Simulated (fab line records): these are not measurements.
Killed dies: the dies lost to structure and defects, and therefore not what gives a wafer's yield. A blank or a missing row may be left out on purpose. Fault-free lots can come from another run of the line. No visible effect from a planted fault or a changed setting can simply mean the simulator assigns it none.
Chamber matching | flow n5 finfet | N5_BEOL_M0_SAQP_PECVD_96 on pecvd-01 has 3 sister chambers
The step deposits a-Si from SiH4/He, target thk 45 nm, time 45.2 s. 6 wafers are shown with their chamber, then 9 later ones without.

EACH WAFER AND ITS CHAMBER
wafer  | chamber | throttle valve pct (%) | heater power w (W)
L078.3 | 1       | 18.1                   | 513
L078.6 | 1       | 17.9                   | 505
L087.3 | 2       | 18.4                   | 556
L088.2 | 0       | 19.6                   | 499
L088.5 | 0       | 19.7                   | 518
L088.6 | 2       | 18.2                   | 536

WAFERS MISSING THEIR CHAMBER
wafer  | throttle valve pct (%) | heater power w (W)
L092.1 | 18.1                   | 527
L092.4 | 19.7                   | 527
L092.6 | 18.4                   | 524
L096.2 | 18.4                   | 573
L096.4 | 18.2                   | 540
L096.6 | 18.2                   | 578
L097.2 | 18.4                   | 595
L097.3 | 18.0                   | 464
L097.6 | 18.2                   | 606

CHAMBER TAKEN BY EACH
wafer  | from the rows above     | in truth
L092.1 | can't be placed: 1 or 2 | 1
L092.4 | 0                       | 0
L092.6 | can't be placed: 2 or 1 | 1
L096.2 | 2                       | 2
L096.4 | 2                       | 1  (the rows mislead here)
L096.6 | 2                       | 2
L097.2 | 2                       | 2
L097.3 | 1                       | 1
L097.6 | 2                       | 2
Correct placement for 6 of the 9. Not placeable from these rows: 2 (in 2, the candidates include the true chamber). 1 placed wrongly.
How it was worked out, from the rows above alone: a wafer's distance from a chamber is the root of the sum, over the readings, of the square of ((its reading less the chamber's mean) divided by the reading's scatter). If the next closest chamber is less than 2 further off than the closest, the wafer can't be placed; otherwise it belongs to the closest. The mean given for a chamber averages the wafers shown for that chamber. How the scatter is found: for the shown wafers, subtract from each reading the mean of its chamber, square and add these, divide the total by (wafers less chambers), then take the root.
